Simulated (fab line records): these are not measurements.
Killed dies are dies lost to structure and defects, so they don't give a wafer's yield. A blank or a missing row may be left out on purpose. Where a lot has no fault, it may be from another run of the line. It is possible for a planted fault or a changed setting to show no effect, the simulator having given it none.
Chamber matching :: flow nand harc :: NHARC_A_STAIRCASE_ALD_415 on ald hk-04: 4 sister chambers
The step deposits SiO2, target thk 30 nm, pulse time 6 s, ald cycles 300. 7 wafers are shown with their chamber, then 8 later ones without.

== WAFERS PAIRED WITH THEIR CHAMBERS ==
wafer: L076.1
chamber: 0
heater power w (W): 482
precursor pulse height rel: 1.024

wafer: L076.6
chamber: 1
heater power w (W): 424
precursor pulse height rel: 1.017

wafer: L080.5
chamber: 1
heater power w (W): 422
precursor pulse height rel: 1.020

wafer: L082.4
chamber: 2
heater power w (W): 488
precursor pulse height rel: 0.990

wafer: L082.5
chamber: 3
heater power w (W): 418
precursor pulse height rel: 1.032

wafer: L082.6
chamber: 2
heater power w (W): 477
precursor pulse height rel: 1.027

wafer: L083.3
chamber: 3
heater power w (W): 411
precursor pulse height rel: 0.993

== WAFERS WITHOUT THEIR CHAMBER ==
wafer: L083.5
heater power w (W): 488
precursor pulse height rel: 1.016

wafer: L083.6
heater power w (W): 410
precursor pulse height rel: 1.002

wafer: L088.1
heater power w (W): 397
precursor pulse height rel: 0.980

wafer: L088.2
heater power w (W): 480
precursor pulse height rel: 0.998

wafer: L088.4
heater power w (W): 428
precursor pulse height rel: 0.998

wafer: L095.2
heater power w (W): 493
precursor pulse height rel: 1.013

wafer: L095.4
heater power w (W): 495
precursor pulse height rel: 0.988

wafer: L095.5
heater power w (W): 480
precursor pulse height rel: 1.008

== WHICH CHAMBER EACH WENT THROUGH ==
wafer: L083.5
from the rows above: can't be placed: 2 or 0
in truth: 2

wafer: L083.6
from the rows above: can't be placed: 3 or 1
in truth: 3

wafer: L088.1
from the rows above: can't be placed: 3 or 1
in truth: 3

wafer: L088.2
from the rows above: can't be placed: 2 or 0
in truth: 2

wafer: L088.4
from the rows above: can't be placed: 1 or 3
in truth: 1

wafer: L095.2
from the rows above: can't be placed: 2 or 0
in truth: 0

wafer: L095.4
from the rows above: can't be placed: 2 or 0
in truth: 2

wafer: L095.5
from the rows above: can't be placed: 2 or 0
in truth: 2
Correctly placed: 0 of 8. Not placeable from these rows: 8 (in 8, the candidates include the true chamber). 0 placed wrongly.
How it was worked out, from the rows above alone: a wafer's distance from a chamber is the root of the sum, over the readings, of the square of ((its reading less the chamber's mean) divided by the reading's scatter). If the next closest chamber is less than 2 further off than the closest, the wafer can't be placed; otherwise it belongs to the closest. A chamber's mean is the mean of its shown wafers. The scatter: the root of (the sum of the squares of (reading less its chamber's mean) over the shown wafers, divided by (wafers less chambers)).
